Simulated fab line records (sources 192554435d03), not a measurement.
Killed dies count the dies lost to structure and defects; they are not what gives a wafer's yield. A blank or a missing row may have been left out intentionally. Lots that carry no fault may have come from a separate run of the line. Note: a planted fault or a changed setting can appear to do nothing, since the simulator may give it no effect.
A single fault, viewed from 3 desks || flow n5_finfet || each desk holds nothing but its own numbers, with what lay behind them at the end

AT THE METROLOGY DESK
What the gauges read for every lot (on any tool): the sampled wafers with a number, averaged. The brackets show how far a lot's mean lies from the usual mean; more than 4 standard deviations puts the lot out of limits, marked OUT.
Columns: A = V5_OVL at N5_BEOL_M6_OVL_MEAS_29, usual -0.5 nm
{"lot": "L914", "first seen here": "day 10 15:58", "A": -1.4}
{"lot": "L912", "first seen here": "day 10 16:44", "A": -0.8}
{"lot": "L920", "first seen here": "day 13 05:55", "A": -0.3}
{"lot": "L919", "first seen here": "day 13 06:05", "A": -1.2}
{"lot": "L922", "first seen here": "day 13 12:51", "A": 0.6}
{"lot": "L931", "first seen here": "day 16 11:25", "A": -0.4}
This desk's verdict: no lot among the 6 shows anything out of limits.

THE DEFECT DESK
Inspection counts along the route, by lot: the mean over sampled wafers that carry a number. The brackets show how far a lot's mean lies from the usual mean; more than 4 standard deviations puts the lot out of limits, marked OUT.
Columns: A = raw_defect_count at N5_BEOL_M6_INSPECT_30, usual 435
{"lot": "L914", "first seen here": "day 10 16:01", "A": 436}
{"lot": "L912", "first seen here": "day 10 16:47", "A": 443}
{"lot": "L920", "first seen here": "day 13 05:58", "A": 486}
{"lot": "L919", "first seen here": "day 13 06:08", "A": 413}
{"lot": "L922", "first seen here": "day 13 12:55", "A": 469}
{"lot": "L931", "first seen here": "day 16 11:28", "A": 424}
This desk's verdict: no lot among the 6 shows anything out of limits.

FOR THE TOOL OWNER'S DESK: rie_diel-04
The tool's own readings at N5_BEOL_M6_ETCH_41 (etches SiCN in CH3F/O2, target depth 29.7 nm, time 52 s): means of the sampled wafers that have a number, for each lot that ran on this tool. The brackets show how far a lot's mean lies from the usual mean; more than 4 standard deviations puts the lot out of limits, marked OUT.
Columns: A = drypump_motor_current_A at N5_BEOL_M6_ETCH_41, usual 5.5 A; B = oes_product_au at N5_BEOL_M6_ETCH_41, usual 0.83 a.u.; C = rf_vpp_V at N5_BEOL_M6_ETCH_41, usual 297.7 V; D = run_length_s at N5_BEOL_M6_ETCH_41, usual 75.3 s; E = showerhead_plenum_p_Torr at N5_BEOL_M6_ETCH_41, usual 2.02 Torr; F = throttle_valve_pct at N5_BEOL_M6_ETCH_41, usual 16.26 %
{"lot": "L914", "first seen here": "day 10 16:21", "A": 6.0, "B": 0.85, "C": 297.5, "D": 75.4, "E": 2.03, "F": 16.30}
{"lot": "L920", "first seen here": "day 13 06:20", "A": 5.6, "B": 0.80, "C": 298.2, "D": "83.7 (+16) OUT", "E": 2.05, "F": 16.16}
{"lot": "L919", "first seen here": "day 13 06:56", "A": 5.9, "B": 0.82, "C": 297.3, "D": "83.8 (+17) OUT", "E": 2.03, "F": 16.33}
This desk finds L919, L920 out of limits, L920 being first, at day 13 06:20 (run_length_s at N5_BEOL_M6_ETCH_41). Within limits: L914.

ALL TOGETHER
On L919, L920, at day 13 06:20, an alarm was possible from the tool owner's desk.
The metrology desk saw nothing out of limits.
Nothing the defect desk looked at was out of limits.
The metrology desk has L919, L920 on record, within its limits.
The defect desk has L919, L920 on record, within its limits.
The lots listed all ran N5_BEOL_M6_ETCH_41 on rie_diel-04.

WHAT WAS PUT IN BY THE SIMULATOR
Process parameter drift: rie_diel-04, from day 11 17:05 on, at N5_BEOL_M6_ETCH_41. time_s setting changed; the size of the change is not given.
Shown lots that were struck: L919, L920.
Delay in hours, fault start to first out-of-limits reading, by desk: the tool owner's desk at 37.
